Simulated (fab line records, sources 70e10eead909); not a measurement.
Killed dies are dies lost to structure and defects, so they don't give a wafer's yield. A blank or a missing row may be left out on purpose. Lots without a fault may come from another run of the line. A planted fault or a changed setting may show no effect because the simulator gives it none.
fab line records | flow nand_harc
record lots=13 wafers=39 last_day=25
route steps=1159 shown A_ZERO_WELL@401 A_SOURCE_PLATE@417 A_ONON_D1@441 END@1159
lots that met no fault: from a run of the same line without faults
start_h: hours from the record's first day to the start of the lot's first wafer shown | wait_h: hours since the lot's step before | " the same as in the row above | L1.1+2: a row that stands for several wafers | - no value, or no start given | * or withheld: withheld | < > ~ a bound
route shown NAME@n: a module of which the file shows steps, and the number in the route of the first | usual: mean/standard deviation of fault-free wafers | same: alike in all rows | chamber/n: place in a boat | sites: the reading at each site | _std_site: their standard deviation | _edge_site: outer sites' mean less inner sites' | radius_mm: how far each site lies from the wafer's centre | mask NAME#n: copy n | behind: the tool/chamber that last shaped the wafer | hold: why the lot was held/for how many hours/how that ended | device: the transistor (n, p or np) that didn't switch | end of line: the same wafers' tests at the end of the route | a step without rows: its recipe alone | killed: dies lost to structure and defects at the first sort, not the wafer's yield | map: a wafer's dies, x killed, . not, _ none there
set.NAME: the setting as run; set.NAME@STEP: as run at that earlier step | model.NAME: the simulator's own value behind a step, which no gauge read
steps of the route over a sample of lots; a table a step, a row a wafer
services: from which hour (start_h, from the record's first day; less than 0 if before it) a tool's chamber was out of use, for how many hours, and why
## steps
# step NHARC_A_ZERO_WELL_CD_MEAS_10
# recipe target_cd_nm=2000 landing_energy_ev=500
# usual cd_nm=2000.2/1.4
# columns lot.wafer tool chamber start_h wait_h cd_nm
L823.3 cd_sem-02 0 125.04 - 1999.8
L823.5 " 0 " " 1999.7
L823.6 " 0 " " 2000.8
L828.1 cd_sem-01 0 167.19 - 1999.2
L828.4 " 0 " " 2000.6
L828.6 " 0 " " 2000.4
L836.1 cd_sem-02 0 208.44 - 2001.1
L836.3 " 0 " " 2000.0
L836.5 " 0 " " 2000.3
L834.1 cd_sem-03 0 209.47 - 1997.9
L834.3 " 0 " " 2001.5
L834.6 " 0 " " 1998.2
L837.1 cd_sem-02 0 212.42 - 2000.6
L837.2 " 0 " " 2000.6
L837.4 " 0 " " 2000.9
L835.3 cd_sem-02 0 220.23 - 2002.1
L835.5 " 0 " " 2001.4
L835.6 " 0 " " 2002.2
L839.1 cd_sem-03 0 231.31 - 2000.2
L839.4 " 0 " " 1998.2
L839.6 " 0 " " 1999.9
L838.2 cd_sem-03 0 232.09 - 2002.0
L838.4 " 0 " " 2001.6
L838.5 " 0 " " 1999.8
L840.1 cd_sem-02 0 238.76 - 2001.0
L840.2 " 0 " " 2001.2
L840.3 " 0 " " 2000.5
L841.1 cd_sem-01 0 239.87 - 2000.8
L841.3 " 0 " " 2002.7
L841.4 " 0 " " 2000.1
L843.2 cd_sem-02 0 253.00 - 2000.0
L843.4 " 0 " " 2000.4
L843.6 " 0 " " 2001.0
L846.1 cd_sem-03 0 262.29 - 2002.6
L846.2 " 0 " " 2001.8
L846.5 " 0 " " 1999.8
L845.1 cd_sem-01 0 262.96 - 1999.1
L845.5 " 0 " " 1998.9
L845.6 " 0 " " 1998.4
# step NHARC_A_ZERO_WELL_ETCH_13
# recipe target_depth_a=1200 time_s=40.1 hbr_flow_sccm=150 cl2_flow_sccm=50 rf_w=400 icp_w=400 bias_w=100 chemistry=HBr/Cl2
# usual bias_w=100.0/0.33 chamber_pressure_mTorr=14.999/0.012 drypump_motor_current_A=5.8/0.49 oes_product_au=1.000/0.0068 throttle_valve_pct=26.405/0.0096
# columns lot.wafer tool chamber start_h wait_h bias_w chamber_pressure_mTorr drypump_motor_current_A oes_product_au rf_hours_counter_h throttle_valve_pct
L823.3 rie_si-05 1 125.44 - 100.2 15.010 6.0 1.013 0.3 26.402
L823.6 " 2 " " 100.0 14.992 6.0 1.020 - 26.408
L823.5 " 3 " " 100.0 14.989 6.2 0.999 - 26.416
L828.1 rie_si-04 1 167.57 - 100.2 14.987 5.8 1.011 0.5 26.416
L828.4 " 3 " " 100.1 15.002 5.5 1.000 0.5 26.408
L828.6 " 1 " " 100.2 14.991 5.9 1.007 - 26.430
L836.3 rie_si-05 2 208.83 - 100.1 15.012 5.9 1.011 1.0 26.400
L836.1 " 1 " " 100.5 15.001 6.1 0.993 0.8 26.410
L836.5 " 1 " " 99.8 15.003 6.1 1.002 - 26.407
L834.3 rie_si-05 0 209.86 - 99.6 15.012 5.8 1.000 0.9 26.404
L834.1 " 1 " " 99.7 14.995 6.0 0.992 0.9 26.421
L834.6 " 0 " " 100.6 14.999 5.8 0.998 - 26.420
L837.1 rie_si-05 0 212.78 - 99.6 14.996 5.9 1.001 0.9 26.409
L837.2 " 1 " " 100.0 15.004 6.0 1.002 0.9 26.407
L837.4 " 0 " " 99.8 14.995 5.9 1.005 - 26.400
L835.3 rie_si-03 3 220.61 - 99.5 14.980 5.1 1.002 0.4 26.397
L835.5 " 1 " " 100.1 15.000 5.2 1.003 - 26.409
L835.6 " 2 " " 100.2 14.994 6.6 0.993 - 26.410
L839.4 rie_si-04 3 231.69 - 99.7 14.983 5.6 0.991 1.0 26.407
L839.1 " 2 " " 99.5 14.959 6.3 1.007 1.0 26.409
L839.6 " 0 " " 100.0 14.989 5.0 1.001 - 26.393
L838.2 rie_si-05 1 232.46 - 100.1 14.988 6.1 1.003 1.1 26.390
L838.4 " 3 " " 100.2 14.998 6.2 1.008 1.3 26.410
L838.5 " 1 " " 100.2 15.029 6.1 1.002 - 26.407
L840.1 rie_si-04 1 239.12 - 100.6 14.997 5.8 1.004 1.0 26.412
L840.3 " 3 " " 99.8 15.009 5.6 0.991 1.0 26.399
L840.2 " 0 " " 100.1 15.010 5.0 1.007 0.9 26.403
L841.3 rie_si-03 1 240.23 - 100.5 15.019 5.2 0.990 0.6 26.413
L841.4 " 2 " " 100.8 15.002 6.6 0.997 0.6 26.421
L841.1 " 3 " " 99.8 14.985 5.1 0.999 0.5 26.400
L843.4 rie_si-03 2 253.35 - 99.9 14.986 6.6 0.984 0.7 26.434
L843.2 " 0 " " 99.9 15.008 5.2 0.999 0.6 26.402
L843.6 " 3 " " 100.4 14.993 5.1 0.995 - 26.409
L846.1 rie_si-04 2 262.66 - 99.9 15.000 6.3 1.008 1.3 26.411
L846.2 " 3 " " 99.5 15.016 5.6 1.016 1.2 26.404
L846.5 " 1 " " 100.1 15.011 5.8 1.005 - 26.395
L845.1 rie_si-05 0 263.40 - 100.3 15.013 5.8 0.995 0.2 26.402
L845.5 " 2 " " 100.0 15.009 6.0 0.986 - 26.390
L845.6 " 3 " " 99.6 15.015 6.2 0.999 - 26.417
# step NHARC_A_SOURCE_PLATE_PVD_04
# recipe target_thk_a=500 material=WSi2
# columns lot.wafer tool chamber start_h wait_h
L823.3+6+5 pvd_sputter-03 - 134.50 0.1
L828.1+4+6 pvd_sputter-01 - 175.60 0.1
L836.1+3+5 pvd_sputter-01 - 218.16 0.1
L834.3+1+6 pvd_sputter-03 - 218.17 0.1
L837.1+4+2 pvd_sputter-01 - 221.92 0.1
L835.3+6+5 pvd_sputter-01 - 228.82 0.1
L839.1+4+6 pvd_sputter-02 - 240.34 0.1
L838.2+4+5 pvd_sputter-01 - 240.38 0.1
L840.1+2+3 pvd_sputter-01 - 247.64 0.1
L841.1+4+3 pvd_sputter-02 - 247.65 0.1
L843.4+2+6 pvd_sputter-01 - 261.79 0.1
L846.1+2+5 pvd_sputter-02 - 271.28 0.1
L845.1+5+6 pvd_sputter-01 - 271.28 0.1
# step NHARC_A_SOURCE_PLATE_INSPECT_08
# usual raw_defect_count=61/22
# columns lot.wafer tool chamber start_h wait_h raw_defect_count
L823.3 defect_inspect-02 - 147.68 0.0 35
L823.5 " - " " 52
L823.6 " - " " 46
L828.1 defect_inspect-01 - 188.70 0.0 80
L828.4 " - " " 114
L828.6 " - " " 60
L834.1 defect_inspect-01 - 232.38 0.0 40
L834.3 " - " " 430
L834.6 " - " " 476
L837.1 defect_inspect-02 - 232.38 0.0 55
L837.2 " - " " 91
L837.4 " - " " 58
L836.1 defect_inspect-01 - 232.40 0.0 51
L836.3 " - " " 62
L836.5 " - " " 46
L835.3 defect_inspect-01 - 245.45 0.0 54
L835.5 " - " " 91
L835.6 " - " " 73
L839.1 defect_inspect-02 - 253.75 0.0 47
L839.4 " - " " 42
L839.6 " - " " 65
L838.2 defect_inspect-01 - 253.75 0.0 58
L838.4 " - " " 39
L838.5 " - " " 63
L840.1 defect_inspect-02 - 260.82 0.0 32
L840.2 " - " " 27
L840.3 " - " " 31
L841.1 defect_inspect-01 - 260.84 0.0 37
L841.3 " - " " 98
L841.4 " - " " 52
L843.2 defect_inspect-01 - 274.91 0.0 27
L843.4 " - " " 102
L843.6 " - " " 83
L846.1 defect_inspect-02 - 284.84 0.0 63
L846.2 " - " " 85
L846.5 " - " " 99
L845.1 defect_inspect-01 - 284.84 0.0 54
L845.5 " - " " 70
L845.6 " - " " 71
# step NHARC_A_ONON_D1_THK_MEAS_24
# recipe thk_meas_gauge=ellipsometry
# usual thk_nm=1006/8
# columns lot.wafer tool chamber start_h wait_h thk_nm
L823.3 film_metro-02 - 156.90 - 1025
L823.5 " - " " 1023
L823.6 " - " " 1023
L828.1 film_metro-02 - 199.83 - 1011
L828.4 " - " " 1010
L828.6 " - " " 1012
L836.1 film_metro-02 - 243.44 - 1005
L836.3 " - " " 1006
L836.5 " - " " 1005
L834.1 film_metro-01 - 243.45 - 1003
L834.3 " - " " 1003
L834.6 " - " " 1004
L837.1 film_metro-02 - 243.46 - 1013
L837.2 " - " " 1014
L837.4 " - " " 1012
L835.3 film_metro-01 - 258.86 - 1005
L835.5 " - " " 1006
L835.6 " - " " 1005
L839.1 film_metro-02 - 265.14 - 1000
L839.4 " - " " 1000
L839.6 " - " " 1000
L838.2 film_metro-01 - 265.15 - 1009
L838.4 " - " " 1006
L838.5 " - " " 1007
L841.1 film_metro-01 - 272.88 - 1006
L841.3 " - " " 1006
L841.4 " - " " 1007
L840.1 film_metro-02 - 272.89 - 1000
L840.2 " - " " 1000
L840.3 " - " " 999
L843.2 film_metro-02 - 286.32 - 1011
L843.4 " - " " 1011
L843.6 " - " " 1011
L846.1 film_metro-02 - 295.91 - 1001
L846.2 " - " " 1001
L846.5 " - " " 1001
L845.1 film_metro-01 - 295.95 - 996
L845.5 " - " " 999
L845.6 " - " " 997
# step NHARC_END_SORT_01
# recipe temp_c=25
# usual killed_at_array=28/8.9 killed_at_other=0.8/1.2 killed_at_periphery=3.3/2.3 killed_dies=32/9.4 killed_open=3.2/1.8 killed_short=1.9/1.4
# same gross_dies=677
# columns lot.wafer tool chamber start_h wait_h killed_at_array killed_at_other killed_at_periphery killed_dies killed_open killed_short
L834.1 prober-01 0 525.25 2.5 32 0 1 33 2 4
L834.3 prober-01 0 526.85 3.1 89 0 2 91 2 1
L834.6 prober-01 0 529.24 4.0 95 2 1 98 5 1
# killed by level:class
L834.1 A_SLIT:chamber_film_flake=15 A_STAIRCASE:chamber_film_flake=5 A_CONTACT:chamber_film_flake=4 A_CHANNEL_HOLE_D1:chamber_film_flake=3 A_CHANNEL_HOLE_D1:geometric_particle:open=2 P_M0:geometric_particle:short=1 A_ONON_D1:geometric_particle:short=1 A_CHANNEL_FILL_D1:geometric_particle:short=1
L834.3 A_SOURCE_PLATE:unspecified=69 A_SLIT:chamber_film_flake=10 A_CHANNEL_HOLE_D1:chamber_film_flake=4 A_STAIRCASE:chamber_film_flake=4 P_GATE:geometric_particle:open=1 P_M0:geometric_particle:short=1 A_CONTACT:geometric_particle:open=1 A_WL_FILL:chamber_film_flake=1
L834.6 A_SOURCE_PLATE:unspecified=71 A_SLIT:chamber_film_flake=13 A_CHANNEL_HOLE_D1:chamber_film_flake=4 A_CHANNEL_FILL_D1:geometric_particle:open=2 A_CONTACT:chamber_film_flake=2 P_GATE:geometric_particle:open=1 A_CHANNEL_FILL_D1:geometric_particle:short=1 A_CONTACT:geometric_particle:open=1
## services
# columns tool chamber start_h hours kind
rie_si-04 2 101.49 1.5 repair
pvd_sputter-03 - 102.00 10.0 pm
rie_si-04 0 124.79 2.0 repair
rie_si-03 - 155.00 9.0 pm
pvd_sputter-01 - 158.01 10.0 pm
rie_si-05 0 181.13 3.3 repair
rie_si-05 3 207.68 1.8 repair
rie_si-05 2 209.60 17.0 repair
pvd_sputter-02 - 214.00 10.0 pm
rie_si-04 3 220.37 1.9 repair
pvd_sputter-02 - 226.61 1.8 repair
rie_si-05 - 239.00 9.0 pm
rie_si-05 0 239.00 9.0 vent_cycle
rie_si-05 1 239.00 16.5 vent_cycle
rie_si-05 2 239.00 9.0 vent_cycle
rie_si-05 3 239.00 9.0 vent_cycle
rie_si-03 1 240.76 1.0 repair
rie_si-05 0 248.00 - clean
rie_si-05 2 248.00 - clean
rie_si-05 3 248.00 - clean
pvd_sputter-01 - 251.84 2.1 repair
rie_si-03 - 260.68 0.1 repair
rie_si-03 2 262.27 12.6 repair
pvd_sputter-03 - 268.50 5.1 repair
## key
first_sign step=NHARC_A_SOURCE_PLATE_INSPECT_08 reading=raw_defect_count direction=up sigmas=18 usual=61 struck=453
effect step=NHARC_END_SORT_01 reading=killed_at_array direction=up sigmas=7.1 usual=28 struck=92
more_kills_born_at NHARC_A_SOURCE_PLATE_PVD_04@pvd_sputter-03=140
met_at NHARC_A_SOURCE_PLATE_PVD_04
struck_lots L834
struck_wafers L834.3,L834.6
tester_left_out L834
not_acting_at NHARC_A_ZERO_WELL_CD_MEAS_10,NHARC_A_ZERO_WELL_ETCH_13,NHARC_A_ONON_D1_THK_MEAS_24
fault kind=chamber_particle_source tool=pvd_sputter-03 chamber=- onset_h=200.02 steps=NHARC_A_SOURCE_PLATE_PVD_04 rate_per_visit_cm2=0.66835 end_h=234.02 scope=struck_wafers_only
# tester_left_out: of these lots the tester's yield and bins aren't shown, on N5 and GAA mostly nor the transistor test; their killed dies are dies lost to structure and defects alone, not to doping, threshold or leakage, so they don't give the yield
